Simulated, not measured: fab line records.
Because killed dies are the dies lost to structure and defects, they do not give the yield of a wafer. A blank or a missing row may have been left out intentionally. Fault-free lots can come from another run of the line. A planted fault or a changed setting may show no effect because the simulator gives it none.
Matching of chambers / flow nand-harc / NHARC_THIN_TSV_DEP_47 on pecvd-02 has 3 sister chambers
The step deposits SiO2, target thk 200 nm. 6 wafers are shown with their chamber, then 8 later ones without.

WAFERS PAIRED WITH THEIR CHAMBERS
wafer=L382.5; chamber=2; throttle-valve-pct (%)=15.5; flow-sccm (sccm)=2667
wafer=L381.2; chamber=2; throttle-valve-pct (%)=15.5; flow-sccm (sccm)=2650
wafer=L384.3; chamber=1; throttle-valve-pct (%)=16.2; flow-sccm (sccm)=2662
wafer=L384.4; chamber=0; throttle-valve-pct (%)=16.3; flow-sccm (sccm)=2653
wafer=L384.5; chamber=1; throttle-valve-pct (%)=16.3; flow-sccm (sccm)=2653
wafer=L387.1; chamber=0; throttle-valve-pct (%)=16.4; flow-sccm (sccm)=2656

WAFERS WITHOUT THEIR CHAMBER
wafer=L387.5; throttle-valve-pct (%)=16.1; flow-sccm (sccm)=2648
wafer=L387.6; throttle-valve-pct (%)=15.3; flow-sccm (sccm)=2646
wafer=L386.2; throttle-valve-pct (%)=16.5; flow-sccm (sccm)=2644
wafer=L386.3; throttle-valve-pct (%)=16.1; flow-sccm (sccm)=2650
wafer=L386.5; throttle-valve-pct (%)=16.2; flow-sccm (sccm)=2649
wafer=L392.4; throttle-valve-pct (%)=15.4; flow-sccm (sccm)=2639
wafer=L392.5; throttle-valve-pct (%)=15.6; flow-sccm (sccm)=2665
wafer=L392.6; throttle-valve-pct (%)=15.5; flow-sccm (sccm)=2650

WHICH CHAMBER EACH WENT THROUGH
wafer=L387.5; from the rows above=can't be placed: 1 or 0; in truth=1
wafer=L387.6; from the rows above=2; in truth=2
wafer=L386.2; from the rows above=can't be placed: 0 or 1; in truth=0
wafer=L386.3; from the rows above=can't be placed: 1 or 0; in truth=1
wafer=L386.5; from the rows above=can't be placed: 1 or 0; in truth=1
wafer=L392.4; from the rows above=2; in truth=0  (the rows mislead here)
wafer=L392.5; from the rows above=2; in truth=2
wafer=L392.6; from the rows above=2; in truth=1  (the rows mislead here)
2 of 8 placed correctly. Unplaceable from these rows: 4, with the true chamber sitting among the candidates in 4. 2 placed wrongly.
How it was worked out, from the rows above alone: a wafer's distance from a chamber is the root of the sum, over the readings, of the square of ((its reading less the chamber's mean) divided by the reading's scatter). If the next closest chamber is less than 2 further off than the closest, the wafer can't be placed; otherwise it belongs to the closest. For every chamber, the mean is computed from those of its wafers that are shown. How the scatter is found: for the shown wafers, subtract from each reading the mean of its chamber, square and add these, divide the total by (wafers less chambers), then take the root.
